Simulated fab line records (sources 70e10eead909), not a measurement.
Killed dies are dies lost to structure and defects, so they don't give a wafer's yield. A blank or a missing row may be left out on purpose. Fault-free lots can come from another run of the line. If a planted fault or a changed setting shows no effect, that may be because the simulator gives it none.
Which tool is to blame? / flow nand-harc / 18 wafers sampled from 6 lots at 1 step of a route of 1302

## WHAT THE GAUGES SHOWED, per wafer
NHARC_P_M1_INSPECT_11.
lot=L667; measured=day 8 01:58; on=defect-inspect-02; raw-defect-count=2 7 2
lot=L669; measured=day 8 23:46; on=defect-inspect-02; raw-defect-count=6 7 3
lot=L676; measured=day 12 11:52; on=defect-inspect-01; raw-defect-count=3 2 1
lot=L680; measured=day 13 13:56; on=defect-inspect-02; raw-defect-count=5 8 9
lot=L682; measured=day 14 04:46; on=defect-inspect-01; raw-defect-count=3 2 2
lot=L684; measured=day 15 03:30; on=defect-inspect-01; raw-defect-count=4 2 3

## EACH LOT AND THE TOOL THAT RAN IT (in order: tool; ch and the chambers of the sampled wafers; start)
No process step before these readings appears in the record.

## THE ANSWER, worked out from the rows above alone
Rule: the usual values come from the lots themselves. Put in order of their means at a reading, lots are off if they are a third of the lots or fewer, leave a main group of 4 or more, and stand apart from it by a gap of 3 or more times the standard deviation of the main group's means; of several such gaps the widest counts. If all means in a main group match to the digits the tables above print for the reading, that group is not used. A lot without any number at a reading at which 4 lots or more have one is off too. Any other lot the step has rows for is counted as sound.
Across all readings shown, no lot is off: no conclusion can be drawn from this.

## WHAT THE SIMULATOR PUT IN
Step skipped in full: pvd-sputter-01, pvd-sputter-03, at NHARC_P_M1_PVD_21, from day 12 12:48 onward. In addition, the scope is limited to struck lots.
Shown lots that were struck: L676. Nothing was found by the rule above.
